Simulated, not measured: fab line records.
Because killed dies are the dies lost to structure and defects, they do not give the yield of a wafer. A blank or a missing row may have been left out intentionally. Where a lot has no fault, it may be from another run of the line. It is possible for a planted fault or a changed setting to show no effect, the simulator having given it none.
fab line records	flow nand_harc	part 2 of 2: steps 4 to 6 of 6
record lots=24	wafers=72	last_day=34
route steps=1302 shown A_CONTACT@1098 A_BLC@1126 A_M0@1152 A_M1@1184
lots untouched by any fault: they come from a run of this same line in which no faults occurred
start_h: hours from the record's first day to the start of the lot's first wafer shown	wait_h: hours since the lot's step before	" identical to the entry in the row above	L1.1+2: a row that stands for several wafers	- value missing, or start not given	* or withheld: withheld	< > ~ a bound
route shown NAME@n: NAME is a module with steps in the file, n the number in the route of the first one	usual: the fault-free wafers' mean and standard deviation	same: alike in all rows	chamber/n: place in a boat	sites: each site's reading	_std_site: standard deviation of those values	_edge_site: outer sites' mean less inner sites'	radius_mm: for every site, how far away it sits from the centre of the wafer	mask NAME#n: copy n	behind: the last tool/chamber to shape the wafer	hold: what put the lot on hold/how long, in hours/how the hold closed	device: names the non-switching transistor (n, p or np)	end of line: the same wafers' tests at the end of the route	a step with no rows: only its recipe	killed: dies lost to structure and defects at the first sort, not the wafer's yield	map: a wafer's dies, marking killed ones x, the rest . and places with no die _
set.NAME: the setting the step ran with; set.NAME@STEP: the setting that earlier step ran with	model.NAME: the simulator's own value behind a step, which no gauge read
steps of the route over a sample of lots; a table a step, a row a wafer
services: a tool's chamber out of use, with start hour (start_h, from the record's first day; less than 0 if before it), hours out, and reason
## steps
# step NHARC_A_M0_ETCH_15
# recipe target_depth_a=1500	overetch_a=150	time_s=82.5	c4f8_flow_sccm=withheld	ar_flow_sccm=400	rf_w=600	bias_w=300	chemistry=C4F8/Ar
# usual oes_product_au=0.947/0.024	rf_vpp_V=440.6/2.1
lot.wafer	tool	chamber	start_h	wait_h	oes_product_au	rf_hours_counter_h	rf_vpp_V
L075.3	rie_diel-13	1	-	-	0.976	0	440.7
L075.5	"	0	"	"	0.948	-	441.3
L075.6	"	1	"	"	0.986	-	438.8
L074.1	rie_diel-01	1	-	-	0.938	3	440.5
L074.4	"	3	"	"	0.939	9	436.8
L074.6	"	1	"	"	0.955	-	440.9
L076.3	rie_diel-01	2	-	-	0.958	9	443.9
L076.6	"	3	"	"	0.987	-	437.1
L076.5	"	0	"	"	0.961	-	438.5
L077.3	rie_diel-13	1	-	-	0.978	1	441.9
L077.2	"	2	"	"	0.967	2	436.6
L077.5	"	0	"	"	0.942	-	441.2
L078.4	rie_diel-05	0	-	-	0.924	12	442.2
L078.5	"	1	"	"	0.904	-	442.3
L078.6	"	2	"	"	0.933	-	441.4
L080.3	rie_diel-13	0	-	-	0.941	3	442.6
L080.1	"	1	"	"	0.950	3	438.9
L080.5	"	3	"	"	0.956	-	443.6
L079.1	rie_diel-13	0	-	-	0.955	3	441.6
L079.2	"	1	"	"	0.967	3	440.7
L079.4	"	2	"	"	0.960	3	437.8
L081.3	rie_diel-05	3	-	-	0.975	0	441.9
L081.1	"	0	"	"	0.974	0	441.8
L081.2	"	2	"	"	0.975	0	440.3
L082.1	rie_diel-05	3	-	-	0.955	1	441.0
L082.3	"	2	"	"	0.969	1	440.6
L082.5	"	3	"	"	0.956	-	440.5
L086.2	rie_diel-13	2	-	-	0.920	5	436.9
L086.5	"	1	"	"	0.929	-	441.0
L086.6	"	2	"	"	0.918	-	437.2
L083.2	rie_diel-13	0	-	-	0.963	5	442.1
L083.6	"	1	"	"	0.960	-	439.0
L083.5	"	2	"	"	0.934	-	438.1
L084.3	rie_diel-01	0	-	-	0.934	4	440.2
L084.4	"	3	"	"	0.928	-	437.5
L084.5	"	2	"	"	0.913	-	442.6
L085.3	rie_diel-13	3	-	-	0.901	6	443.7
L085.4	"	0	"	"	0.912	6	441.8
L085.5	"	1	"	"	0.919	-	440.8
L087.4	rie_diel-13	0	-	-	0.924	6	442.6
L087.1	"	2	"	"	0.921	6	438.0
L087.2	"	3	"	"	0.897	6	442.7
L089.2	rie_diel-13	0	-	-	0.949	7	444.3
L089.3	"	1	"	"	0.959	7	440.3
L089.6	"	0	"	"	0.955	-	442.3
L088.4	rie_diel-05	1	-	-	0.975	4	442.3
L088.3	"	0	"	"	0.986	4	441.7
L088.6	"	2	"	"	0.966	-	440.6
L090.2	rie_diel-05	2	-	-	0.972	3	440.4
L090.3	"	3	"	"	0.974	3	441.7
L090.1	"	1	"	"	0.977	4	442.6
L092.2	rie_diel-05	0	-	-	0.951	5	441.7
L092.1	"	1	"	"	0.954	4	443.2
L092.5	"	0	"	"	0.948	-	440.3
L091.1	rie_diel-01	0	-	-	0.922	7	437.7
L091.2	"	1	"	"	0.908	5	441.2
L091.3	"	2	"	"	0.918	6	443.0
L093.2	rie_diel-01	2	-	-	0.974	6	442.9
L093.1	"	0	"	"	0.966	8	439.5
L093.5	"	1	"	"	0.942	-	441.3
L094.1	rie_diel-05	0	721.09	0.1	0.940	6	440.2
L094.3	"	0	"	"	0.937	-	443.2
L094.5	"	0	"	"	0.940	-	440.9
L095.1	rie_diel-13	2	-	-	0.955	0	437.6
L095.2	"	3	"	"	0.956	1	443.4
L095.3	"	0	"	"	0.988	1	442.4
L096.4	rie_diel-13	2	-	-	0.950	1	437.5
L096.3	"	3	"	"	0.933	2	443.3
L096.1	"	1	"	"	0.959	1	438.7
L097.2	rie_diel-01	1	-	-	0.912	1	440.1
L097.5	"	2	"	"	0.907	-	443.9
L097.6	"	3	"	"	0.933	-	437.0
# step NHARC_A_M0_PRE_CLEAN_31
# recipe time_s=12	temp_c=370	rf_power_w=300	gas=NH3
# usual heater_power_w=625/81
lot.wafer	tool	chamber	start_h	wait_h	heater_power_w
L075.3	pecvd-03	2	532.79	0.1	553
L075.6	"	1	"	"	539
L075.5	"	2	"	"	566
L074.1	pecvd-02	2	541.52	0.1	434
L074.4	"	1	"	"	619
L074.6	"	2	"	"	424
L076.3	pecvd-02	2	554.91	0.1	490
L076.5	"	1	"	"	552
L076.6	"	2	"	"	496
L077.3	pecvd-03	1	563.99	0.1	638
L077.2	"	0	"	"	742
L077.5	"	1	"	"	640
L078.6	pecvd-02	2	571.56	0.1	486
L078.4	"	0	"	"	524
L078.5	"	1	"	"	608
L080.3	pecvd-03	1	584.73	0.1	665
L080.1	"	0	"	"	674
L080.5	"	1	"	"	680
L079.2	pecvd-03	2	587.74	0.1	616
L079.1	"	0	"	"	686
L079.4	"	1	"	"	673
L081.2	pecvd-04	1	596.75	0.1	598
L081.3	"	2	"	"	618
L081.1	"	0	"	"	713
L082.1	pecvd-04	1	612.53	0.1	545
L082.3	"	0	"	"	806
L082.5	"	2	"	"	583
L086.2	pecvd-04	0	629.07	0.1	804
L086.6	"	1	"	"	537
L086.5	"	2	"	"	607
L083.2	pecvd-02	0	631.62	0.1	613
L083.6	"	0	"	"	602
L083.5	"	1	"	"	631
L084.3	pecvd-03	2	643.04	0.1	601
L084.5	"	1	"	"	676
L084.4	"	2	"	"	599
L085.3	pecvd-04	2	649.04	0.1	633
L085.4	"	1	"	"	606
L085.5	"	2	"	"	644
L087.1	pecvd-03	0	661.39	0.1	665
L087.2	"	2	"	"	573
L087.4	"	0	"	"	675
L089.2	pecvd-04	2	667.54	0.1	681
L089.3	"	0	"	"	789
L089.6	"	2	"	"	683
L088.3	pecvd-04	0	679.28	0.1	693
L088.6	"	2	"	"	701
L088.4	"	0	"	"	715
L090.1	pecvd-04	2	681.24	0.1	662
L090.3	"	0	"	"	760
L090.2	"	1	"	"	608
L092.2	pecvd-03	0	698.50	0.1	697
L092.1	"	1	"	"	681
L092.5	"	2	"	"	621
L091.1	pecvd-02	2	701.72	0.1	521
L091.3	"	0	"	"	626
L091.2	"	1	"	"	643
L093.2	pecvd-03	2	708.03	0.1	633
L093.1	"	0	"	"	734
L093.5	"	1	"	"	666
L094.1	pecvd-02	2	723.49	0.1	465
L094.3	"	0	"	"	556
L094.5	"	2	"	"	468
L095.2	pecvd-03	2	725.27	0.1	550
L095.3	"	0	"	"	657
L095.1	"	1	"	"	647
L096.1	pecvd-04	0	739.44	0.1	690
L096.3	"	1	"	"	527
L096.4	"	1	"	"	511
L097.2	pecvd-03	0	772.13	0.1	671
L097.6	"	2	"	"	636
L097.5	"	0	"	"	666
# step NHARC_A_M1_ETCH_15
# recipe target_depth_a=1825	time_s=91.2	c4f8_flow_sccm=withheld	ar_flow_sccm=400	rf_w=600	bias_w=300	chemistry=C4F8/Ar
# usual oes_product_au=0.959/0.021	rf_vpp_V=440.4/2.2
lot.wafer	tool	chamber	start_h	wait_h	oes_product_au	rf_hours_counter_h	rf_vpp_V
L075.3	rie_diel-08	2	-	-	0.937	6.6	437.9
L075.6	"	1	"	"	0.918	-	441.6
L075.5	"	2	"	"	0.946	-	437.5
L074.4	rie_diel-10	1	-	-	0.952	2.7	438.7
L074.1	"	2	"	"	0.973	2.7	444.8
L074.6	"	1	"	"	0.950	-	439.5
L076.3	rie_diel-09	0	-	-	0.962	2.7	440.0
L076.5	"	1	"	"	0.963	-	441.9
L076.6	"	2	"	"	0.976	-	438.9
L077.3	rie_diel-10	2	-	-	0.966	3.2	443.4
L077.2	"	3	"	"	0.960	3.3	442.4
L077.5	"	2	"	"	0.970	-	443.5
L078.4	rie_diel-09	3	-	-	0.984	1.6	444.4
L078.5	"	0	"	"	0.911	-	439.3
L078.6	"	1	"	"	0.917	-	440.0
L080.1	rie_diel-08	3	-	-	0.960	2.5	437.3
L080.3	"	0	"	"	0.970	2.4	438.3
L080.5	"	3	"	"	0.963	-	437.6
L079.4	rie_diel-09	1	-	-	0.979	4.3	441.0
L079.2	"	2	"	"	0.993	4.5	439.4
L079.1	"	0	"	"	0.951	4.4	440.9
L081.3	rie_diel-09	0	-	-	0.937	4.7	439.2
L081.1	"	1	"	"	0.933	4.7	438.5
L081.2	"	2	"	"	0.950	4.8	440.3
L082.1	rie_diel-10	1	-	-	0.965	0.2	438.6
L082.3	"	3	"	"	0.971	0.2	442.0
L082.5	"	1	"	"	0.968	-	441.0
L086.2	rie_diel-08	1	-	-	0.925	5.2	443.1
L086.6	"	1	"	"	0.925	-	442.7
L086.5	"	2	"	"	0.939	-	437.5
L083.2	rie_diel-08	0	-	-	0.932	5.6	440.1
L083.6	"	2	"	"	0.932	-	437.8
L083.5	"	3	"	"	0.929	-	438.1
L084.3	rie_diel-09	1	-	-	0.953	6.3	439.4
L084.4	"	2	"	"	0.994	6.7	440.5
L084.5	"	0	"	"	0.967	-	439.3
L085.4	rie_diel-10	1	-	-	0.964	1.7	440.7
L085.3	"	2	"	"	0.948	0.5	443.0
L085.5	"	2	"	"	0.948	-	444.8
L087.2	rie_diel-08	2	-	-	0.928	8.0	437.6
L087.4	"	3	"	"	0.917	8.0	437.3
L087.1	"	0	"	"	0.918	7.9	439.5
L089.2	rie_diel-09	1	-	-	0.967	8.0	439.9
L089.3	"	2	"	"	0.985	8.6	438.5
L089.6	"	0	"	"	0.974	-	438.7
L088.4	rie_diel-10	3	-	-	0.950	2.4	442.9
L088.3	"	0	"	"	0.968	2.3	439.3
L088.6	"	0	"	"	0.971	-	439.0
L090.3	rie_diel-10	0	-	-	0.974	2.5	441.4
L090.2	"	1	"	"	0.974	2.7	439.8
L090.1	"	2	"	"	0.964	1.5	442.7
L092.2	rie_diel-10	0	-	-	0.955	2.8	439.1
L092.1	"	1	"	"	0.974	2.9	440.1
L092.5	"	3	"	"	0.968	-	441.0
L091.1	rie_diel-09	0	-	-	0.941	1.4	439.9
L091.3	"	1	"	"	0.963	1.3	439.4
L091.2	"	3	"	"	0.975	1.3	444.0
L093.1	rie_diel-09	1	-	-	0.944	1.5	441.1
L093.2	"	2	"	"	0.947	0.8	439.9
L093.5	"	3	"	"	0.965	-	444.3
L094.3	rie_diel-09	2	-	-	0.957	1.8	440.0
L094.1	"	0	"	"	0.965	2.3	439.1
L094.5	"	2	"	"	0.955	-	440.4
L095.1	rie_diel-09	3	-	-	0.980	3.1	443.4
L095.2	"	0	"	"	0.942	2.7	439.7
L095.3	"	2	"	"	0.975	2.6	441.5
L096.1	rie_diel-10	0	-	-	0.982	4.0	439.4
L096.4	"	1	"	"	0.967	4.3	439.6
L096.3	"	3	"	"	0.985	4.1	441.1
L097.2	rie_diel-08	0	-	-	0.959	2.9	440.0
L097.6	"	2	"	"	0.980	-	439.1
L097.5	"	3	"	"	0.980	-	437.5
## services
tool	chamber	start_h	hours	kind
rie_diel-09	3	501.04	30.3	repair
rie_diel-07	2	507.03	8.5	repair
rie_diel-12	3	512.50	22.2	repair
rie_diel-13	-	519.00	9.0	pm
rie_diel-12	1	523.18	2.4	repair
pecvd-03	-	523.60	0.3	repair
rie_diel-07	0	527.07	10.1	repair
pecvd-03	-	530.37	1.0	repair
rie_diel-07	2	538.85	13.1	repair
pecvd-03	-	547.35	13.0	pm
rie_diel-07	3	553.47	4.7	repair
rie_diel-07	1	580.12	5.6	repair
rie_diel-07	1	589.30	32.4	repair
rie_diel-07	3	620.84	6.6	repair
rie_diel-12	-	622.84	9.0	pm
rie_diel-07	-	649.49	9.0	pm
rie_diel-13	3	661.84	7.6	repair
rie_diel-12	0	662.94	9.8	repair
pecvd-03	2	664.35	6.6	repair
rie_diel-09	-	674.10	9.0	pm
rie_diel-09	2	690.36	8.0	repair
rie_diel-13	-	696.00	9.0	pm
pecvd-03	-	728.35	13.0	pm
rie_diel-09	0	766.51	2.4	repair
